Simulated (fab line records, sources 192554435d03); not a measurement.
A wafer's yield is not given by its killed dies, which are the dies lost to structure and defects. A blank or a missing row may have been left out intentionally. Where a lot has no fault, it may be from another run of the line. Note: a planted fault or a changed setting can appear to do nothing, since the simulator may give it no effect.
Matching of chambers    flow n5 finfet    N5_BEOL_M7_STRIP_36 on rie diel-01 has 4 sister chambers
The step strips in N2/H2. 4 wafers are shown with their chamber, then 10 later ones without.

## EACH WAFER AND ITS CHAMBER
wafer   chamber  showerhead plenum p Torr (Torr)
L087.1  0        2.64
L087.3  1        2.43
L089.1  3        2.45
L089.3  2        2.46

## WAFERS MISSING THEIR CHAMBER
wafer   showerhead plenum p Torr (Torr)
L089.6  2.63
L090.3  2.63
L090.4  2.46
L090.6  2.42
L094.1  2.42
L094.4  2.44
L094.6  2.42
L096.3  2.45
L096.4  2.42
L096.6  2.62

## WHICH CHAMBER EACH WENT THROUGH
wafer   from the rows above           in truth
L089.6  0                             0
L090.3  0                             0
L090.4  can't be placed: 2 or 3       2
L090.6  can't be placed: 1 or 3       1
L094.1  can't be placed: 1 or 3       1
L094.4  can't be placed: 1 or 3 or 2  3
L094.6  can't be placed: 1 or 3       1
L096.3  can't be placed: 3 or 2 or 1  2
L096.4  can't be placed: 1 or 3       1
L096.6  0                             0
3 of 10 placed correctly. Cannot be placed on the basis of these rows: 7; the candidates contain the true chamber in 7. Placed wrongly: 0.
How it was worked out, from the rows above alone: a wafer's distance from a chamber is the root of the sum, over the readings, of the square of ((its reading less the chamber's mean) divided by the reading's scatter). If the next closest chamber is less than 2 further off than the closest, the wafer can't be placed; otherwise it belongs to the closest. Each chamber's mean is taken over the wafers shown for it. The scatter: root of mean squared gap, hidden wafer to nearest shown wafer, with one shown wafer a chamber.
